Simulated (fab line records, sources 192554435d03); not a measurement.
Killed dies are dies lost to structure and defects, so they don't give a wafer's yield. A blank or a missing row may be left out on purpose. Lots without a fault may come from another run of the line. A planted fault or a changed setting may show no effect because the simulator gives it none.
fab line records | flow n5_finfet
record lots=7 wafers=21 last_day=19
route steps=1938 shown BEOL_M0@742 BEOL_M1@751 BEOL_M4@1111
lots that met no fault: from a run of the same line without faults
start_h: hours from the record's first day to the start of the lot's first wafer shown | wait_h: hours since the lot's step before | " the same as in the row above | L1.1+2: a row that stands for several wafers | - no value, or no start given | * or withheld: withheld | < > ~ a bound
route shown NAME@n: a module of which the file shows steps, and the number in the route of the first | usual: mean/standard deviation of fault-free wafers | same: alike in all rows | chamber/n: place in a boat | sites: the reading at each site | _std_site: their standard deviation | _edge_site: outer sites' mean less inner sites' | radius_mm: how far each site lies from the wafer's centre | mask NAME#n: copy n | behind: the tool/chamber that last shaped the wafer | hold: why the lot was held/for how many hours/how that ended | device: the transistor (n, p or np) that didn't switch | end of line: the same wafers' tests at the end of the route | a step without rows: its recipe alone | killed: dies lost to structure and defects at the first sort, not the wafer's yield | map: a wafer's dies, x killed, . not, _ none there
set.NAME: the setting as run; set.NAME@STEP: as run at that earlier step | model.NAME: the simulator's own value behind a step, which no gauge read
lots at some steps of the route; a table a step, a row a wafer
services: from which hour (start_h, from the record's first day; less than 0 if before it) a tool's chamber was out of use, for how many hours, and why
## steps
# step N5_BEOL_M0_ANNEAL_119
# recipe temp_c=225 time_s=90 ambient=N2
# step N5_BEOL_M0_CMP_120
# recipe stop_on=SiOC t_overpolish_s=6.9 down_force_psi=1 platen_rpm=50 clearing_platen_down_force_psi=1.5 clearing_platen_rpm=50 post_cmp_clean=cu_alkaline clearing_platen_pad_velocity_m_s=0.99484 pad_velocity_m_s=0.99484
# usual barrier_field_endpoint_s=3.61/0.12 clearing_platen_down_force_psi=1.5004/0.003 motor_current_A=6.0/0.55 overpolish_run_s=6.901/0.0093 pad_life_wafers=848/620 slurry_filter_dp_kPa=13.50/0.13 time_to_endpoint_s=63.0/2.7
# columns lot.wafer tool chamber start_h wait_h barrier_field_endpoint_s clearing_platen_down_force_psi motor_current_A overpolish_run_s pad_life_wafers slurry_filter_dp_kPa time_to_endpoint_s
L741.3 cmp-04 1 192.29 0.2 3.64 1.4970 6.3 6.898 558 13.41 60.6
L741.2 " 2 " " 3.65 1.5007 4.8 6.883 559 13.45 65.1
L741.6 " 2 " " 3.48 1.5000 5.1 6.906 - 13.75 63.5
L742.2 cmp-02 0 194.71 0.3 3.54 1.4991 6.1 6.907 1286 13.60 56.8
L742.6 " 2 " " 3.35 1.5005 6.0 6.903 - 13.41 55.9
L742.5 " 3 " " 3.49 1.5018 6.4 6.903 - 13.48 60.9
L743.4 cmp-02 0 199.75 0.1 3.35 1.5010 6.4 6.898 1326 13.56 55.3
L743.3 " 1 " " 3.52 1.5001 6.1 6.889 1327 13.42 62.8
L743.6 " 1 " " 3.47 1.5014 6.0 6.898 - 13.49 60.3
L746.4 cmp-03 0 215.45 0.2 3.50 1.5032 6.1 6.887 140 13.53 60.1
L746.2 " 1 " " 3.50 1.5024 5.4 6.905 141 13.47 63.3
L746.5 " 2 " " 3.57 1.5036 6.6 6.915 - 13.42 60.3
L749.1 cmp-04 2 233.42 0.3 3.66 1.4966 5.2 6.899 888 13.43 68.0
L749.3 " 1 " " 3.74 1.4985 6.5 6.902 891 13.32 66.1
L749.5 " 3 " " 3.65 1.4970 6.5 6.896 - 13.42 63.8
L752.2 cmp-02 0 258.15 0.3 3.54 1.5065 6.1 6.888 1814 13.55 61.4
L752.5 " 2 " " 3.51 1.4970 6.2 6.903 - 13.57 58.8
L752.6 " 3 " " 3.44 1.5009 6.6 6.910 - 13.37 61.4
L753.4 cmp-04 3 259.57 0.2 3.86 1.4992 6.6 6.908 1093 13.65 63.2
L753.1 " 0 " " 3.69 1.4952 6.3 6.893 1094 13.28 65.2
L753.6 " 3 " " 3.70 1.4993 6.5 6.910 - 13.42 61.9
# step N5_BEOL_M0_PRE_CLEAN_131
# recipe gas=NH3/H2 time_s=15 temp_c=* rf_power_w=300
# step N5_BEOL_M0_CO_CAP_123
# recipe material=Co target_thk_a=20 temp_c=200 precursor=CCTBA/H2 pressure_torr=30 time_s=102.1
# step N5_BEOL_M0_PRE_CLEAN_124
# recipe gas=NH3 time_s=15 temp_c=withheld rf_power_w=300
# step N5_BEOL_M0_DEP_125
# recipe material=SiCN target_thk_a=80 temp_c=withheld precursor=3MS/NH3 pressure_torr=3 rf_w=202 time_s=14
# usual chamber_pressure_Torr=3.000/0.0064 rf_fwd_power_W=199.6/0.74 showerhead_plenum_p_Torr=3.664/0.016 throttle_valve_pct=9.2/0.4
# columns lot.wafer tool chamber start_h wait_h chamber_pressure_Torr rf_fwd_power_W showerhead_plenum_p_Torr throttle_valve_pct
L741.2 pecvd-04 2 192.78 0.0 3.017 198.6 3.645 8.7
L741.3 " 1 " " 2.992 198.9 3.640 9.4
L741.6 " 1 " " 2.993 198.8 3.646 9.0
L742.2 pecvd-01 2 195.13 0.0 2.998 198.5 3.703 9.4
L742.5 " 2 " " 3.002 198.8 3.702 9.2
L742.6 " 0 " " 3.006 200.7 3.681 9.1
L743.3 pecvd-01 2 200.24 0.0 3.002 199.3 3.687 9.4
L743.4 " 0 " " 2.996 200.1 3.670 9.2
L743.6 " 1 " " 3.004 200.1 3.669 10.1
L746.2 pecvd-04 0 215.86 0.0 2.998 199.1 3.664 9.2
L746.4 " 1 " " 3.016 199.0 3.651 9.3
L746.5 " 2 " " 2.993 199.2 3.650 8.7
L749.1 pecvd-04 1 233.91 0.0 2.997 198.8 3.642 9.4
L749.3 " 0 " " 3.002 199.3 3.661 8.9
L749.5 " 2 " " 3.007 199.8 3.644 9.0
L752.2 pecvd-04 0 258.56 0.0 2.999 199.9 3.659 8.9
L752.5 " 2 " " 2.998 199.7 3.655 8.8
L752.6 " 0 " " 3.005 198.6 3.666 8.9
L753.1 pecvd-01 2 260.02 0.0 3.002 198.9 3.694 9.5
L753.4 " 2 " " 3.006 198.1 3.699 9.6
L753.6 " 0 " " 3.008 199.2 3.682 9.3
# step N5_BEOL_M0_RS_MEAS_126
# recipe thk_meas_gauge=four-point-probe reads=Co_of_BEOL_M0_CO_CAP_123+Cu_of_BEOL_M0_ECD_118+Co_of_BEOL_M0_CVD_115+TaN_of_BEOL_M0_ALD_136
# usual M0_RS=0.530/0.018
# columns lot.wafer tool chamber start_h wait_h M0_RS[ohm/sq]
L741.2 film_metro-02 - 192.85 0.1 0.512
L741.3 " - " " 0.547
L741.6 " - " " 0.524
L742.2 film_metro-01 - 195.19 0.1 0.568
L742.5 " - " " 0.531
L742.6 " - " " 0.544
L743.3 film_metro-01 - 200.30 0.1 0.541
L743.4 " - " " 0.531
L743.6 " - " " 0.524
L746.2 film_metro-02 - 215.93 0.1 0.531
L746.4 " - " " 0.510
L746.5 " - " " 0.498
L749.1 film_metro-01 - 233.98 0.0 0.546
L749.3 " - " " 0.533
L749.5 " - " " 0.540
L752.2 film_metro-02 - 258.63 0.1 0.576
L752.5 " - " " 0.560
L752.6 " - " " 0.523
L753.1 film_metro-01 - 260.09 0.0 0.518
L753.4 " - " " 0.511
L753.6 " - " " 0.516
# step N5_BEOL_M0_INSPECT_127
# recipe inspect_instrument=darkfield mode=post_dep
# usual raw_defect_count=70/21
# columns lot.wafer tool chamber start_h wait_h raw_defect_count
L741.2 defect_inspect-01 - 192.87 0.0 64
L741.3 " - " " 76
L741.6 " - " " 51
L742.2 defect_inspect-02 - 195.22 0.0 39
L742.5 " - " " 51
L742.6 " - " " 56
L743.3 defect_inspect-01 - 200.33 0.0 80
L743.4 " - " " 60
L743.6 " - " " 67
L746.2 defect_inspect-02 - 215.96 0.0 72
L746.4 " - " " 78
L746.5 " - " " 57
L749.1 defect_inspect-02 - 234.01 0.0 78
L749.3 " - " " 135
L749.5 " - " " 87
L752.2 defect_inspect-01 - 258.66 0.0 65
L752.5 " - " " 75
L752.6 " - " " 79
L753.1 defect_inspect-01 - 260.12 0.0 38
L753.4 " - " " 102
L753.6 " - " " 66
# step N5_BEOL_M1_ILD_DEP_00
# recipe material=SiOC target_thk_a=790 temp_c=350 precursor=DEMS/O2 pressure_torr=5 rf_w=500 time_s=15.3
# usual chamber_pressure_Torr=4.998/0.011 heater_power_outer_w=273/64 heater_power_w=504/83 showerhead_plenum_p_Torr=5.699/0.015 throttle_valve_pct=12.2/0.52
# columns lot.wafer tool chamber start_h wait_h chamber_pressure_Torr heater_power_outer_w heater_power_w showerhead_plenum_p_Torr throttle_valve_pct
L741.2 pecvd-01 2 192.91 0.0 4.987 374 627 5.711 12.5
L741.3 " 0 " " 4.998 329 610 5.700 12.5
L741.6 " 1 " " 4.981 179 383 5.674 13.0
L742.2 pecvd-02 2 195.26 0.0 5.009 201 374 5.695 11.9
L742.5 " 0 " " 4.997 258 501 5.704 12.0
L742.6 " 1 " " 5.005 289 498 5.706 11.8
L743.3 pecvd-03 0 200.37 0.0 5.007 283 538 5.709 12.3
L743.4 " 1 " " 4.997 190 435 5.687 12.3
L743.6 " 2 " " 5.027 245 458 5.682 11.6
L746.2 pecvd-02 1 215.99 0.0 4.988 303 516 5.703 11.3
L746.4 " 0 " " 5.013 229 470 5.692 11.7
L746.5 " 0 " " 4.994 230 457 5.692 12.1
L749.1 pecvd-02 1 234.04 0.0 4.994 353 586 5.690 11.8
L749.3 " 0 " " 4.990 252 486 5.693 11.7
L749.5 " 0 " " 4.996 258 489 5.679 11.9
L752.2 pecvd-01 2 258.69 0.0 4.999 423 710 5.717 12.6
L752.5 " 0 " " 4.990 346 608 5.717 12.4
L752.6 " 2 " " 4.993 426 709 5.731 12.4
L753.1 pecvd-01 1 260.15 0.0 4.987 163 363 5.688 13.3
L753.4 " 1 " " 5.004 168 364 5.683 13.0
L753.6 " 0 " " 5.008 316 574 5.705 12.8
# step N5_BEOL_M1_THK_MEAS_01
# recipe reads=SiOC_of_BEOL_M1_ILD_DEP_00
# usual M1_ILD_THK=79.1/0.84
# columns lot.wafer tool chamber start_h wait_h M1_ILD_THK[nm]
L741.2 film_metro-02 - 192.98 0.1 77.6
L741.3 " - " " 77.7
L741.6 " - " " 78.9
L742.2 film_metro-01 - 195.32 0.1 79.6
L742.5 " - " " 80.6
L742.6 " - " " 79.4
L743.3 film_metro-02 - 200.43 0.1 79.1
L743.4 " - " " 80.1
L743.6 " - " " 80.6
L746.2 film_metro-01 - 216.08 0.1 77.0
L746.4 " - " " 78.4
L746.5 " - " " 78.2
L749.1 film_metro-01 - 234.11 0.0 77.9
L749.3 " - " " 79.0
L749.5 " - " " 79.5
L752.2 film_metro-02 - 258.76 0.1 79.4
L752.5 " - " " 80.3
L752.6 " - " " 80.1
L753.1 film_metro-01 - 260.22 0.0 80.0
L753.4 " - " " 80.4
L753.6 " - " " 79.8
# step N5_BEOL_M1_PECVD_72
# recipe material=SiO2 target_thk_a=160 temp_c=400 precursor=TEOS/O2 pressure_torr=5.5 rf_w=450 teos_flow_sccm=53.8 gas=O2 flow_sccm=3000 time_s=18
# step N5_BEOL_M1_HM_DEP_02
# recipe material=TiN target_thk_a=200 temp_c=25 chamber_pressure_pa=0.49996
# usual chamber_pressure_pa=0.5000/0.00096 substrate_temp_c=25.01/0.11 throttle_valve_pct=30.4/1
# columns lot.wafer tool chamber start_h wait_h chamber_pressure_pa substrate_temp_c throttle_valve_pct
L741.2 pvd_sputter-01 - 193.15 0.1 - - -
L741.3 " - " " - - -
L741.6 " - " " - - -
L742.2 pvd_sputter-02 - 197.51 2.1 - - -
L742.5 " - " " - - -
L742.6 " - " " - - -
L743.3 pvd_sputter-01 - 200.53 0.0 - - -
L743.4 " - " " - - -
L743.6 " - " " - - -
L746.2 pvd_sputter-03 - 216.97 0.8 0.4982 24.93 29.5
L746.4 " - " " 0.4999 24.79 29.9
L746.5 " - " " 0.4996 25.13 30.1
L749.1 pvd_sputter-01 - 235.46 1.3 0.5006 24.86 30.2
L749.3 " - " " 0.5002 25.14 30.4
L749.5 " - " " 0.5012 25.11 30.6
L752.2 pvd_sputter-03 - 259.66 0.8 0.4993 25.11 29.7
L752.5 " - " " 0.4991 25.07 29.5
L752.6 " - " " 0.4984 24.92 31.7
L753.1 pvd_sputter-01 - 262.17 1.9 0.4994 25.04 30.1
L753.4 " - " " 0.4992 24.98 30.5
L753.6 " - " " 0.4994 25.11 30.9
# step N5_BEOL_M1_COAT_61
# recipe resist=SOC temp_c=250 time_s=60 spin_rpm=1500 resist_thk_nm=60
# step N5_BEOL_M1_COAT_62
# recipe resist=SiARC temp_c=220 time_s=60 spin_rpm=1500 resist_thk_nm=12
# step N5_BEOL_M1_COAT_73
# recipe resist=underlayer temp_c=205 time_s=60 spin_rpm=1500 resist_thk_nm=5
# step N5_BEOL_M1_COAT_05
# recipe resist=CAR-EUV spin_rpm=1500 resist_thk_nm=30
# step N5_BEOL_M1_EBR_07
# recipe solvent=PGMEA ebr_width_mm=1.5
# step N5_BEOL_M1_SOFTBAKE_06
# recipe temp_c=110 time_s=60 resist=CAR-EUV
# step N5_BEOL_M1_EXPOSE_08
# recipe mask_id=M1 na=0.33 source_shape=dipole sigma_inner=0.369 sigma_outer=0.767 polarization=unpolarized dose_mj=33
# step N5_BEOL_M1_PEB_09
# recipe peb_temp_c=100 peb_time_s=60 resist=CAR-EUV
# step N5_BEOL_M1_DEVELOP_10
# recipe develop_time_s=30 developer=TMAH resist=CAR-EUV rinse_liquid=surfactant_rinse dry=air_spin dev_temp_c=23
# step N5_BEOL_M1_CD_MEAS_11
# recipe target_cd_nm=17.05 landing_energy_ev=500 detector=se_inlens polarity=opening
# usual cd_nm=17.05/0.25
# columns lot.wafer tool chamber start_h wait_h cd_nm
L741.2 cd_sem-01 0 193.54 - 17.23
L741.3 " 0 " " 17.10
L741.6 " 0 " " 17.38
L742.2 cd_sem-02 0 198.03 - 16.77
L742.5 " 0 " " 17.20
L742.6 " 0 " " 17.14
L743.3 cd_sem-03 0 200.92 - 16.96
L743.4 " 0 " " 17.06
L743.6 " 0 " " 16.99
L746.2 cd_sem-02 0 217.36 - 17.32
L746.4 " 0 " " 17.58
L746.5 " 0 " " 16.90
L749.1 cd_sem-01 0 235.99 - 17.18
L749.3 " 0 " " 17.21
L749.5 " 0 " " 17.26
L752.2 cd_sem-01 0 260.07 - 16.93
L752.5 " 0 " " 16.98
L752.6 " 0 " " 16.68
L753.1 cd_sem-02 0 262.56 - 17.43
L753.4 " 0 " " 17.03
L753.6 " 0 " " 16.93
# step N5_BEOL_M1_OVL_MEAS_12
# recipe points_per_wafer=522
# usual M1_OVL=-0.1/0.66
# columns lot.wafer tool chamber start_h wait_h M1_OVL[nm]
L741.2 overlay-02 0 193.57 0.0 -0.7
L741.3 " 0 " " 0.9
L741.6 " 0 " " 0.1
L742.2 overlay-02 0 198.08 0.0 0.7
L742.5 " 0 " " 0.6
L742.6 " 0 " " 1.7
L743.3 overlay-02 0 200.96 0.0 0.2
L743.4 " 0 " " -0.5
L743.6 " 0 " " -0.6
L746.2 overlay-02 0 217.40 0.0 0.4
L746.4 " 0 " " 1.0
L746.5 " 0 " " 0.7
L749.1 overlay-02 0 236.02 0.0 -0.9
L749.3 " 0 " " -1.6
L749.5 " 0 " " -1.2
L752.2 overlay-02 0 260.10 0.0 -0.2
L752.5 " 0 " " -0.1
L752.6 " 0 " " -0.1
L753.1 overlay-02 0 262.59 0.0 0.6
L753.4 " 0 " " 1.1
L753.6 " 0 " " 0.2
# step N5_BEOL_M1_INSPECT_13
# recipe mode=adi inspect_instrument=brightfield
# usual raw_defect_count=392/100
# columns lot.wafer tool chamber start_h wait_h raw_defect_count
L741.2 defect_inspect-02 - 193.63 0.0 296
L741.3 " - " " 283
L741.6 " - " " 214
L742.2 defect_inspect-02 - 198.14 0.0 221
L742.5 " - " " 294
L742.6 " - " " 191
L743.3 defect_inspect-02 - 201.01 0.0 277
L743.4 " - " " 226
L743.6 " - " " 166
L746.2 defect_inspect-02 - 217.45 0.0 310
L746.4 " - " " 429
L746.5 " - " " 381
L749.1 defect_inspect-01 - 236.08 0.1 344
L749.3 " - " " 460
L749.5 " - " " 246
L752.2 defect_inspect-02 - 260.16 0.0 504
L752.5 " - " " 501
L752.6 " - " " 430
L753.1 defect_inspect-01 - 262.65 0.1 277
L753.4 " - " " 383
L753.6 " - " " 411
# step N5_BEOL_M1_DESCUM_16
# recipe chemistry=O2 time_s=7 source_power_w=50 bias_power_w=20 pressure_mtorr=20 rf_frequency_hz=2.712e+07 temp_c=40 resist=CAR-EUV o2_flow_sccm=225
# usual drypump_motor_current_A=5.7/0.66 oes_product_au=0.82/0.09 rf_vpp_V=243.2/1.3 showerhead_plenum_p_Torr=2.10/0.067 throttle_valve_pct=20.42/0.2
# columns lot.wafer tool chamber start_h wait_h drypump_motor_current_A oes_product_au rf_hours_counter_h rf_vpp_V showerhead_plenum_p_Torr throttle_valve_pct
L741.2 rie_diel-06 0 193.66 0.0 6.3 0.92 27 244.7 2.14 20.16
L741.3 " 2 " " 6.6 0.95 11 243.7 2.13 20.37
L741.6 " 0 " " 6.3 0.91 - 244.0 2.14 20.19
L742.2 rie_diel-04 1 198.43 0.3 5.9 0.76 152 243.7 2.18 20.49
L742.5 " 2 " " 6.2 0.77 - 242.9 2.03 20.64
L742.6 " 3 " " 5.8 0.90 - 243.3 2.14 20.29
L743.3 rie_diel-06 1 201.04 0.0 4.9 0.73 206 243.0 2.08 20.54
L743.4 " 2 " " 6.6 0.95 14 243.6 2.13 20.38
L743.6 " 2 " " 6.6 0.94 - 244.8 2.13 20.36
L746.2 rie_diel-04 0 217.76 0.3 5.3 0.92 29 244.1 2.23 20.25
L746.4 " 1 " " 5.9 0.76 159 244.0 2.17 20.50
L746.5 " 2 " " 6.2 0.76 - 241.5 2.02 20.66
L749.1 rie_diel-06 3 237.03 0.9 5.1 0.70 219 241.2 1.98 20.82
L749.3 " 2 " " 6.6 0.91 25 244.3 2.13 20.40
L749.5 " 3 " " 5.1 0.70 - 241.9 1.98 20.81
L752.2 rie_diel-06 0 260.19 0.0 6.3 0.87 50 242.8 2.13 20.21
L752.5 " 1 " " 5.0 0.72 - 243.4 2.07 20.57
L752.6 " 2 " " 6.6 0.90 - 243.0 2.13 20.39
L753.1 rie_diel-01 1 262.68 0.0 6.8 0.78 106 244.8 2.11 20.39
L753.4 " 2 " " 4.9 0.74 - 242.6 2.00 20.44
L753.6 " 0 " " 5.4 0.81 - 241.8 2.11 20.28
# step N5_BEOL_M1_ETCH_74
# recipe chemistry=N2/H2 target=underlayer target_depth_a=65 mask_material=CAR-EUV time_s=5.2 ion_energy_ev=200 pressure_mtorr=30 source_w=840 bias_w=150 n2_flow_sccm=200 h2_flow_sccm=200 ends=cleared
# step N5_BEOL_M1_ETCH_63
# recipe chemistry=CF4 target=SiARC target_depth_a=156 mask_material=CAR-EUV time_s=26 ion_energy_ev=80 pressure_mtorr=40 source_w=545 bias_w=36 Ar_flow_sccm=100 cf4_flow_sccm=100 ends=cleared
# step N5_BEOL_M1_ETCH_64
# recipe chemistry=N2/H2 target=SOC target_depth_a=750 overetch_a=150 mask_material=SiARC temp_c=40 time_s=112.5 ion_energy_ev=200 pressure_mtorr=30 source_w=840 bias_w=150 n2_flow_sccm=200 h2_flow_sccm=200
# step N5_BEOL_M1_STRIP_65
# recipe chemistry=N2/H2 temp_c=40 n2_flow_sccm=200 h2_flow_sccm=200 rf_frequency_hz=6e+07
# step N5_BEOL_M1_STRIP_75
# recipe chemistry=N2/H2 temp_c=40 n2_flow_sccm=200 h2_flow_sccm=200 rf_frequency_hz=6e+07
# step N5_BEOL_M1_STRIP_66
# recipe chemistry=CF4 resist=SiARC power_w=300 bias_power_w=75 pressure_mtorr=50 cf4_flow_sccm=150 rf_frequency_hz=6e+07
# step N5_BEOL_M1_HM_OPEN_17
# recipe chemistry=Cl2/BCl3 target_depth_a=200 overetch_a=60 target=TiN mask_material=SOC ion_energy_ev=150 pressure_mtorr=10 icp_w=1000 bias_w=126 Cl2_flow_sccm=53.25 bcl3_flow_sccm=21.75 Ar_flow_sccm=25
# usual drypump_motor_current_A=5.5/0.34 oes_product_au=0.62/0.11 throttle_valve_pct=22.12/0.18
# columns lot.wafer tool chamber start_h wait_h drypump_motor_current_A oes_product_au rf_hours_counter_h throttle_valve_pct model.etch.depth_nm
L741.2 rie_metal-03 1 193.91 0.0 5.2 0.32 17 22.51 0
L741.3 " 0 " " 5.3 0.38 - 22.85 0
L741.6 " 0 " " 5.3 0.37 - 22.85 0
L742.2 rie_metal-02 1 198.67 0.0 5.8 0.23 120 22.80 0
L742.5 " 1 " " 5.8 0.23 - 22.84 0
L742.6 " 0 " " 5.3 0.24 - 22.61 0
L743.3 rie_metal-02 1 201.32 0.1 5.8 0.23 - 22.83 0
L743.4 " 0 " " 5.3 0.24 - 22.63 0
L743.6 " 0 " " 5.3 0.24 - 22.64 0
L746.2 rie_metal-03 0 218.00 0.0 5.3 0.82 2 22.22 19.73
L746.4 " 0 " " 5.3 0.82 - 22.22 19.88
L746.5 " 0 " " 5.3 0.81 - 22.22 19.72
L749.1 rie_metal-01 1 237.27 0.0 6.2 0.57 91 22.20 19.93
L749.3 " 1 " " 6.1 0.57 - 22.21 19.98
L749.5 " 1 " " 6.1 0.57 - 22.22 20.02
L752.2 rie_metal-03 0 260.44 0.0 5.4 0.80 6 22.22 20.12
L752.5 " 0 " " 5.4 0.79 - 22.23 19.93
L752.6 " 1 " " 5.2 0.72 - 21.89 20.04
L753.1 rie_metal-01 1 262.93 0.0 6.1 0.56 92 22.21 19.73
L753.4 " 1 " " 6.1 0.56 - 22.19 19.59
L753.6 " 1 " " 6.1 0.56 - 22.23 19.57
# step N5_BEOL_M1_STRIP_19
# recipe chemistry=O2 power_w=400 temp_c=40 pressure_mtorr=30 rf_frequency_hz=6e+07 bias_power_w=0 overash_fraction=0.2 o2_flow_sccm=225
# usual drypump_motor_current_A=5.7/0.67 oes_product_au=0.82/0.087 rf_vpp_V=3.7/0.5 showerhead_plenum_p_Torr=2.10/0.064 throttle_valve_pct=16.65/0.21
# columns lot.wafer tool chamber start_h wait_h drypump_motor_current_A oes_product_au rf_hours_counter_h rf_vpp_V showerhead_plenum_p_Torr throttle_valve_pct
L741.2 rie_diel-01 2 194.25 0.3 4.9 0.77 146 3.6 2.01 16.69
L741.3 " 0 " " 5.4 0.83 72 3.8 2.13 16.50
L741.6 " 2 " " 4.9 0.76 - 4.3 2.01 16.69
L742.2 rie_diel-06 2 198.79 0.1 6.6 0.95 13 4.4 2.14 16.58
L742.5 " 1 " " 4.9 0.74 - 2.4 2.08 16.78
L742.6 " 2 " " 6.6 0.94 - 4.1 2.14 16.58
L743.3 rie_diel-04 1 201.43 0.1 5.9 0.76 153 3.4 2.18 16.75
L743.4 " 0 " " 5.3 0.92 23 3.0 2.24 16.46
L743.6 " 3 " " 5.9 0.88 - 4.3 2.14 16.50
L746.2 rie_diel-01 3 218.15 0.1 5.4 0.90 13 3.3 2.06 16.28
L746.4 " 1 " " 6.8 0.80 88 4.0 2.12 16.58
L746.5 " 0 " " 5.5 0.83 - 3.5 2.12 16.51
L749.1 rie_diel-01 2 237.55 0.2 4.9 0.74 162 3.9 2.01 16.71
L749.3 " 3 " " 5.4 0.89 21 3.1 2.05 16.28
L749.5 " 1 " " 6.7 0.79 - 2.9 2.12 16.59
L752.2 rie_diel-01 3 260.62 0.2 5.4 0.87 29 3.1 2.05 16.29
L752.5 " 1 " " 6.7 0.79 - 3.3 2.12 16.61
L752.6 " 2 " " 4.9 0.75 - 3.8 2.00 16.73
L753.1 rie_diel-04 2 263.04 0.1 6.2 0.75 154 3.7 2.03 16.89
L753.4 " 0 " " 5.4 0.91 38 2.7 2.23 16.48
L753.6 " 2 " " 6.2 0.75 - 5.0 2.03 16.90
# step N5_BEOL_M1_CD_MEAS_18
# recipe pitch_nm=36 target_cd_nm=18
# usual cd_nm=17.96/0.28
# columns lot.wafer tool chamber start_h wait_h cd_nm
L741.2 cd_sem-01 - 194.32 0.1 -
L741.3 " - " " -
L741.6 " - " " -
L742.2 cd_sem-02 - 198.86 0.1 -
L742.5 " - " " -
L742.6 " - " " -
L743.3 cd_sem-01 - 201.50 0.1 -
L743.4 " - " " -
L743.6 " - " " -
L746.2 cd_sem-03 - 218.22 0.1 18.61
L746.4 " - " " 17.89
L746.5 " - " " 18.15
L749.1 cd_sem-03 - 237.62 0.1 18.19
L749.3 " - " " 18.27
L749.5 " - " " 17.58
L752.2 cd_sem-02 - 260.69 0.1 17.57
L752.5 " - " " 17.82
L752.6 " - " " 17.31
L753.1 cd_sem-01 - 263.11 0.0 18.10
L753.4 " - " " 17.70
L753.6 " - " " 18.34
# step N5_BEOL_M1_COAT_67
# recipe resist=SOC temp_c=250 time_s=60 spin_rpm=1500 resist_thk_nm=60
# step N5_BEOL_M4_RC_MEAS_101
# usual DIBL_N=36.4/1.4 DIBL_P=36.4/1.5 IOFF_N=0.156/0.022 IOFF_P=0.210/0.023 ION_N=675/9.1 ION_P=463/5.7 SS_N=71.6/0.45 SS_P=73.3/0.56 VT_N=250/3.1 VT_P=-250.3/2.3
# columns lot.wafer tool chamber start_h wait_h DIBL_N[mV/V] DIBL_P[mV/V] IOFF_N[nA/um] IOFF_P[nA/um] ION_N[uA/um] ION_P[uA/um] SS_N[mV/dec] SS_P[mV/dec] VT_N[mV] VT_P[mV]
L746.2 prober-01 0 289.78 0.2 38.1 38.4 0.167 0.220 678 463 71.5 73.4 249 -250.6
L746.4 " 0 " " 38.1 39.1 0.174 0.231 682 470 71.3 73.8 251 -248.8
L746.5 " 0 " " 38.7 39.1 0.185 0.227 684 466 72.0 72.6 248 -251.4
L749.1 prober-02 0 310.96 0.0 34.6 35.7 0.124 0.189 660 465 71.1 72.1 249 -249.2
L749.3 " 0 " " 34.8 36.3 0.135 0.187 667 463 71.1 72.6 253 -251.5
L749.5 " 0 " " 34.5 35.2 0.127 0.180 671 460 71.5 72.2 252 -251.7
L752.2 prober-02 0 327.85 0.2 36.4 37.5 0.167 0.238 683 474 72.1 73.0 249 -248.2
L752.5 " 0 " " 36.3 37.1 0.158 0.233 688 475 71.7 72.9 250 -246.6
L752.6 " 0 " " 37.8 37.9 0.193 0.260 685 473 71.9 73.3 245 -248.3
L753.1 prober-02 0 342.18 0.0 34.4 34.2 0.117 0.185 655 450 71.2 72.3 256 -249.0
L753.4 " 0 " " 34.6 35.9 0.135 0.201 662 464 71.7 73.5 251 -250.3
L753.6 " 0 " " 35.1 35.6 0.128 0.197 657 463 71.3 73.3 256 -251.1
## services
# columns tool chamber start_h hours kind
cmp-03 - 177.97 0.9 repair
cmp-02 - 178.59 2.0 repair
pecvd-03 2 179.72 4.0 repair
rie_diel-06 1 183.64 4.6 repair
pvd_sputter-02 - 186.11 7.3 repair
cmp-02 - 187.59 1.3 repair
cmp-03 - 191.59 4.0 pm
rie_diel-01 0 196.72 1.8 repair
rie_diel-01 1 196.83 5.2 repair
cmp-04 - 199.95 6.6 pm
pecvd-04 - 200.31 1.6 repair
cmp-03 - 207.61 4.0 pm
rie_diel-06 - 213.84 2.8 pm
rie_metal-02 - 213.88 0.3 repair
pecvd-03 - 214.46 1.7 repair
cmp-02 - 216.19 1.5 repair
pecvd-01 0 227.89 4.0 repair
rie_diel-04 - 228.29 14.6 pm
rie_metal-03 - 228.89 0.2 repair
cmp-02 - 238.51 0.8 repair
rie_diel-01 2 247.70 9.1 repair
rie_diel-04 2 255.92 2.1 repair
cmp-04 - 257.06 1.3 repair
rie_diel-01 3 261.33 9.2 repair
## key
first_sign step=N5_BEOL_M1_HM_DEP_02 reading=tool_record direction=missing
effect step=N5_BEOL_M1_HM_OPEN_17 reading=oes_product_au direction=down sigmas=3.3 usual=0.62 struck=0.27
effect step=N5_BEOL_M1_CD_MEAS_18 reading=cd_nm direction=missing
model_effect step=N5_BEOL_M1_HM_OPEN_17 value=etch.depth_nm without=19.89 struck=0
met_at N5_BEOL_M1_HM_DEP_02
struck_wafers L741.2,L741.3,L741.6,L742.2,L742.5,L742.6,L743.3,L743.4,L743.6
later_rows_left_out L741.2,L741.3,L741.6,L742.2,L742.5,L742.6,L743.3,L743.4,L743.6
sort_left_out L741.2,L741.3,L741.6,L742.2,L742.5,L742.6,L743.3,L743.4,L743.6
fault kind=skipped_step_whole tool=pvd_sputter-01,pvd_sputter-02 chamber=- onset_h=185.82 steps=N5_BEOL_M1_HM_DEP_02 scope=struck_lots_only
# sort_left_out: the simulated sort isn't trusted on such a fault, so these wafers' sort isn't shown, and their yield isn't known
# later_rows_left_out: the simulator's readings of these wafers behind a module that went badly wrong aren't trusted and aren't shown, but for the sort
